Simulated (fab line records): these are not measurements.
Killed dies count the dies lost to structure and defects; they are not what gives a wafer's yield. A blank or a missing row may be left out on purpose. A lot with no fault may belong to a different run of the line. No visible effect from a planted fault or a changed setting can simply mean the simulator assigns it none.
Matching of chambers ; flow nandHarc ; NHARC_A_CONTACT_ETCH_102 on rieDiel-11 has 4 sister chambers
The step etches the open film in CF4/O2, target depth 70 nm, overetch 7 nm, time 38.5 s. 27 wafers are shown with their chamber, then 12 later ones without.

EACH WAFER AND ITS CHAMBER
wafer;chamber;oesProductAu (a.u.);rfVppV (V);throttleValvePct (%)
L075.2;3;1.019;197.1;13.406
L075.3;1;1.006;199.0;13.402
L075.4;2;0.980;198.4;13.398
L079.1;3;1.013;197.3;13.413
L079.5;3;1.023;196.8;13.406
L079.6;0;0.983;199.2;13.403
L084.3;2;0.974;198.2;13.410
L084.4;0;0.979;199.2;13.425
L084.6;0;0.984;198.9;13.394
L080.4;3;1.020;195.7;13.396
L080.5;3;1.016;196.3;13.418
L080.6;2;0.972;197.5;13.389
L082.1;1;1.005;198.1;13.392
L082.4;3;1.004;198.3;13.412
L082.5;3;1.020;197.2;13.406
L081.3;3;1.023;198.2;13.394
L081.4;2;0.979;197.3;13.414
L081.6;1;1.007;197.7;13.402
L087.4;2;0.976;196.5;13.380
L087.5;1;0.990;198.5;13.397
L087.6;2;0.978;197.2;13.417
L088.2;2;0.978;196.4;13.394
L088.4;0;0.991;199.2;13.406
L088.5;2;0.977;196.6;13.391
L089.1;1;0.981;197.2;13.399
L089.3;3;1.016;196.2;13.397
L089.4;0;0.983;198.8;13.384

SIGNATURES (means of the wafers above)
reading;chamber 0;chamber 1;chamber 2;chamber 3;scatter within a chamber
oesProductAu;0.98400;0.99780;0.97675;1.01711;0.00644
rfVppV;199.060;198.100;197.262;197.011;0.729
throttleValvePct;13.40240;13.39840;13.39912;13.40533;0.011
Rule: for each reading, subtract the chamber's mean from the wafer's reading, divide by that reading's scatter and square the result; add these up over the readings and take the root, which gives the wafer's distance from the chamber. The wafer belongs to the nearest chamber; if the next one is less than 2 further off, it can't be placed. The scatter: the root of (the sum of the squares of (reading less its chamber's mean) over the shown wafers, divided by (wafers less chambers)).

WAFERS WITH NO CHAMBER GIVEN
wafer;oesProductAu (a.u.);rfVppV (V);throttleValvePct (%)
L090.3;1.018;199.2;13.399
L090.5;0.975;197.0;13.392
L090.6;1.012;197.5;13.386
L092.3;0.992;196.8;13.395
L092.4;0.979;197.1;13.387
L092.6;0.988;197.5;13.398
L097.1;0.997;197.8;13.409
L097.3;0.986;197.5;13.404
L097.6;0.986;199.9;13.395
L096.1;1.002;197.4;13.401
L096.2;0.983;196.6;13.412
L096.4;0.992;198.2;13.397

THE CHAMBER EACH PASSED THROUGH
wafer;from the rows above;in truth
L090.3;can't be placed: 3 or 1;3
L090.5;2;2
L090.6;can't be placed: 3 or 1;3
L092.3;can't be placed: 1 or 2 or 0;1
L092.4;can't be placed: 2 or 0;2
L092.6;can't be placed: 1 or 2 or 0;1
L097.1;can't be placed: 1 or 0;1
L097.3;can't be placed: 2 or 1 or 0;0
L097.6;can't be placed: 0 or 1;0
L096.1;can't be placed: 1 or 3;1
L096.2;can't be placed: 2 or 1 or 0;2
L096.4;can't be placed: 1 or 0 or 2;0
1 of 12 placed correctly. Can't be placed from these rows: 11 (the true chamber is among the candidates in 11). Wrongly placed: 0.
